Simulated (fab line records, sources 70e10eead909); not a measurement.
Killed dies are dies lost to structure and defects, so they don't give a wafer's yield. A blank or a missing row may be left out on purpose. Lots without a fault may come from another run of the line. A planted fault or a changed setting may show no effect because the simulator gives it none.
A struck lot beside a sound one | flow nand_harc | 40 steps out of a route of 1159
Sound: wafers L398.1, L398.5, L398.6. Struck: wafers L403.4, L403.6. (L403.5 of the same lot was not struck and is left out.) The cause comes at the end.
At each step with rows: each side's tool, then ch and its chambers, then its first start. Under that, the readings that differ: sound wafers | struck wafers | difference of the means | sigmas: that difference in standard deviations of wafers without a fault.
alike: readings whose means differ by less than 2 such deviations, and words and numbers that are the same on both sides. not compared: withheld readings, readings that some wafer has no value for, bounds like >300 that may hide the same value, and numbers for which the record gives no deviation and whose values overlap.
The two part at a step that has a row with sigmas, a row that says differs or no value, or rows on one side only. Numbers that don't overlap but have no deviation are shown without sigmas and don't part them. A reading that every wafer of one side lacks parts them only if that side has two wafers or more.

first, 4 steps without rows for these wafers: NHARC_A_BLC_DESCUM_15 (chemistry O2, time 3 s); NHARC_A_BLC_ETCH_16 (etches the open film in CF4, target depth 39 nm, time 65 s); NHARC_A_BLC_ETCH_17 (etches the open film in N2/H2, target depth 390 nm, time 609.38 s); NHARC_A_BLC_ETCH_18 (etches the open film in C4F8/O2/Ar, target depth 910 nm).
NHARC_A_BLC_CD_MEAS_19:
  sound on cd_sem-02, day 19 07:19; struck on cd_sem-02, day 21 05:32
  alike: cd_nm
NHARC_A_BLC_STRIP_29: strips in CF4.
  sound on rie_diel-02 ch 0,2,3, day 19 07:25; struck on rie_diel-02 ch 1,2, day 21 05:39
  alike: drypump_motor_current_A, oes_product_au, rf_vpp_V, showerhead_plenum_p_Torr, throttle_valve_pct
  not compared: rf_hours_counter_h
then, 6 steps without rows for these wafers: NHARC_A_BLC_STRIP_21 (strips in O2); NHARC_A_BLC_STRIP_22 (strips in post etch residue remover, time 600 s); NHARC_A_BLC_DEGAS_30 (time 60 s); NHARC_A_BLC_PRE_CLEAN_31 (time 15 s); NHARC_A_BLC_PVD_32 (deposits Ti, target thk 5 nm, time 17.7 s); NHARC_A_BLC_ALD_23 (deposits TiN, target thk 3 nm, pulse time 1 s, ald cycles 150).
NHARC_A_BLC_CVD_24: deposits W, target thk 150 nm, time 434 s.
  sound on cvd_w-01 ch 0,1, day 19 08:25; struck on cvd_w-02 ch 0, day 21 11:26
  reading            | sound       | struck  | difference | sigmas
  heater_power_w (W) | 419 419 436 | 546 523 | +110       | +2
  alike: mfc_h2_sccm, throttle_valve_pct
NHARC_A_BLC_CMP_25: polishes, t overpolish 30 s, target thk 150 nm.
  sound on cmp-01 ch 0,1,2, day 19 09:04; struck on cmp-02 ch 0,2, day 21 11:49
  reading                | sound          | struck    | difference | sigmas
  time_to_endpoint_s (s) | 28.7 34.0 28.4 | 26.5 22.8 | -5.7       | -2
  alike: motor_current_A, overpolish_run_s
then, 11 steps without rows for these wafers: NHARC_A_BLC_SRD_27; NHARC_A_M0_DEP_00 (deposits SiOC, target thk 150 nm); NHARC_A_M0_DEHYDRATE_01 (time 120 s); NHARC_A_M0_HMDS_02 (time 30 s); NHARC_A_M0_COAT_33 (time 65 s); NHARC_A_M0_COAT_03 (resist thk 90 nm); NHARC_A_M0_SOFTBAKE_04 (time 55 s); NHARC_A_M0_EBR_05; NHARC_A_M0_EXPOSE_06 (exposes mask A M0, target cd 80 nm); NHARC_A_M0_PEB_07 (peb time 65 s); NHARC_A_M0_DEVELOP_08 (develop time 35 s).
NHARC_A_M0_CD_MEAS_09: target cd 80 nm.
  sound on cd_sem-01 ch 0, day 19 10:19; struck on cd_sem-02 ch 0, day 21 12:55
  alike: cd_nm
NHARC_A_M0_OVL_MEAS_10: pitch 160 nm.
  sound on overlay-02, day 19 10:25; struck on overlay-02, day 21 13:00
  alike: overlay_x_nm, overlay_y_nm
NHARC_A_M0_DESCUM_14: chemistry O2, time 3 s.
  sound on rie_diel-13 ch 0,1,2, day 19 10:31; struck on rie_diel-06 ch 2,3, day 21 13:06
  alike: drypump_motor_current_A, oes_product_au, rf_vpp_V, showerhead_plenum_p_Torr, throttle_valve_pct
  not compared: rf_hours_counter_h
then, 1 step without rows for these wafers: NHARC_A_M0_ETCH_34 (etches the open film in N2/H2, target depth 40 nm, overetch 12 nm, time 43.94 s).
NHARC_A_M0_ETCH_15: etches the open film in C4F8/Ar, target depth 150 nm, overetch 15 nm, time 82.5 s.
  sound on rie_diel-13 ch 0,1,2; struck on rie_diel-06 ch 0,3
  alike: oes_product_au, rf_vpp_V
  not compared: rf_hours_counter_h
NHARC_A_M0_CD_MEAS_16:
  sound on cd_sem-02, day 19 10:48; struck on cd_sem-03, day 21 13:24
  alike: cd_nm
then, 5 steps without rows for these wafers: NHARC_A_M0_STRIP_18 (strips in N2/H2); NHARC_A_M0_STRIP_19 (strips in post etch residue remover, time 600 s); NHARC_A_M0_DEGAS_28 (time 60 s); NHARC_A_M0_PRE_CLEAN_29 (time 30 s); NHARC_A_M0_PVD_20 (deposits TaN, target thk 5 nm, time 8.06 s).
NHARC_A_M0_PVD_21: deposits Cu, target thk 30 nm, time 20.49 s.
  sound on pvd_sputter-02; struck on pvd_sputter-03
  alike: throttle_valve_pct
then, 2 steps without rows for these wafers: NHARC_A_M0_ECD_22 (material Cu, target thk 400 nm); NHARC_A_M0_ANNEAL_30 (time 90 s).
NHARC_END_SORT_01:
  the record has rows for the struck wafers here (prober-02 ch 0, day 23 13:13) and none for the sound ones

WHERE THEY PART
First at NHARC_A_BLC_CVD_24; last, within this record, at NHARC_END_SORT_01.

WHY: what the simulator had put in
Chamber particle source: cvd_w-02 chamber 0, from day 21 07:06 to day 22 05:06, at NHARC_A_BLC_CVD_24. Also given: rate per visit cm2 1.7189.
